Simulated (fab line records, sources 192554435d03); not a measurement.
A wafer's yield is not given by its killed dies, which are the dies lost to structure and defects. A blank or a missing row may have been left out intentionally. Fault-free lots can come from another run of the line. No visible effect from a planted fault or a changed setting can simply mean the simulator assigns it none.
Matching of chambers | flow n5Finfet | N5_BEOL_M6_ETCH_66 on rieDiel-02 has 4 sister chambers
The step etches SOC in N2/H2, target depth 80 nm, overetch 16 nm, time 120 s. 4 wafers are shown with their chamber, then 9 later ones without.

## WAFERS WITH THEIR CHAMBER
wafer  | chamber | showerheadPlenumPTorr (Torr)
L082.5 | 1       | 2.61
L086.1 | 2       | 2.41
L086.2 | 3       | 2.48
L086.3 | 0       | 2.55

## WAFERS WHOSE CHAMBER IS MISSING
wafer  | showerheadPlenumPTorr (Torr)
L092.2 | 2.41
L092.3 | 2.60
L092.4 | 2.54
L093.1 | 2.54
L093.2 | 2.41
L093.4 | 2.60
L097.1 | 2.59
L097.4 | 2.54
L097.5 | 2.54

## CHAMBER TAKEN BY EACH
wafer  | from the rows above     | in truth
L092.2 | 2                       | 2
L092.3 | 1                       | 1
L092.4 | 0                       | 0
L093.1 | 0                       | 0
L093.2 | 2                       | 2
L093.4 | 1                       | 1
L097.1 | can't be placed: 1 or 0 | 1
L097.4 | 0                       | 0
L097.5 | 0                       | 0
Correct placement for 8 of the 9. From these rows, 1 cannot be placed; in 1 the true chamber is one of the candidates. Placed wrongly: 0.
How it was worked out, from the rows above alone: a wafer's distance from a chamber is the root of the sum, over the readings, of the square of ((its reading less the chamber's mean) divided by the reading's scatter). The wafer belongs to the nearest chamber; if the next one is less than 2 further off, it can't be placed. The mean given for a chamber averages the wafers shown for that chamber. The scatter: root of mean squared gap, hidden wafer to nearest shown wafer, with one shown wafer a chamber.
